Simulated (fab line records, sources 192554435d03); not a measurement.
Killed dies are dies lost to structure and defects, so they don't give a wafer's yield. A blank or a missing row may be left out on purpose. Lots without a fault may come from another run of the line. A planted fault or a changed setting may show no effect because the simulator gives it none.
Chamber matching | flow n5_finfet | N5_BEOL_M10_DESCUM_16 on rie_diel-01: 4 sister chambers
The step chemistry O2, time 7.9 s. 14 wafers are shown with their chamber, then 7 later ones without.

WAFERS WITH THEIR CHAMBER
wafer  | chamber | showerhead_plenum_p_Torr (Torr) | throttle_valve_pct (%) | rf_vpp_V (V)
L074.2 | 2       | 2.16                            | 20.40                  | 243.7
L074.3 | 3       | 2.09                            | 20.47                  | 242.8
L074.4 | 0       | 2.11                            | 20.54                  | 242.9
L081.1 | 3       | 2.08                            | 20.42                  | 242.8
L081.3 | 1       | 2.07                            | 21.24                  | 242.6
L081.6 | 0       | 2.10                            | 20.53                  | 243.7
L086.2 | 0       | 2.10                            | 20.56                  | 243.9
L086.3 | 3       | 2.08                            | 20.49                  | 243.7
L086.6 | 3       | 2.08                            | 20.46                  | 243.8
L088.1 | 3       | 2.07                            | 20.51                  | 244.3
L088.5 | 1       | 2.07                            | 20.79                  | 242.7
L088.6 | 0       | 2.10                            | 20.57                  | 242.0
L094.1 | 0       | 2.09                            | 20.58                  | 243.2
L094.2 | 2       | 2.15                            | 20.45                  | 244.0

SIGNATURES (means of the wafers above)
reading                  | chamber 0 | chamber 1 | chamber 2 | chamber 3 | scatter within a chamber
showerhead_plenum_p_Torr | 2.1000    | 2.0700    | 2.1550    | 2.0800    | 0.00671
throttle_valve_pct       | 20.5560   | 21.0150   | 20.4250   | 20.4700   | 0.104
rf_vpp_V                 | 243.140   | 242.650   | 243.850   | 243.480   | 0.636
Rule: a wafer's distance from a chamber is the root of the sum, over the readings, of the square of ((its reading less the chamber's mean) divided by the reading's scatter). The wafer belongs to the nearest chamber; if the next one is less than 2 further off, it can't be placed. The scatter: the root of (the sum of the squares of (reading less its chamber's mean) over the shown wafers, divided by (wafers less chambers)).

WAFERS WITHOUT THEIR CHAMBER
wafer  | showerhead_plenum_p_Torr (Torr) | throttle_valve_pct (%) | rf_vpp_V (V)
L094.3 | 2.07                            | 20.82                  | 242.5
L094.4 | 2.07                            | 20.51                  | 242.9
L094.5 | 2.09                            | 20.59                  | 244.6
L094.6 | 2.07                            | 20.80                  | 243.8
L096.4 | 2.06                            | 20.81                  | 241.9
L096.5 | 2.06                            | 20.81                  | 242.4
L096.6 | 2.09                            | 20.62                  | 242.9

WHICH CHAMBER EACH WENT THROUGH
wafer  | from the rows above     | in truth
L094.3 | 1                       | 1
L094.4 | 3                       | 3
L094.5 | can't be placed: 3 or 0 | 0
L094.6 | can't be placed: 1 or 3 | 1
L096.4 | 1                       | 1
L096.5 | 1                       | 1
L096.6 | can't be placed: 0 or 3 | 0
Placed correctly: 4 of 7. Can't be placed from these rows: 3 (the true chamber is among the candidates in 3). Placed wrongly: 0.
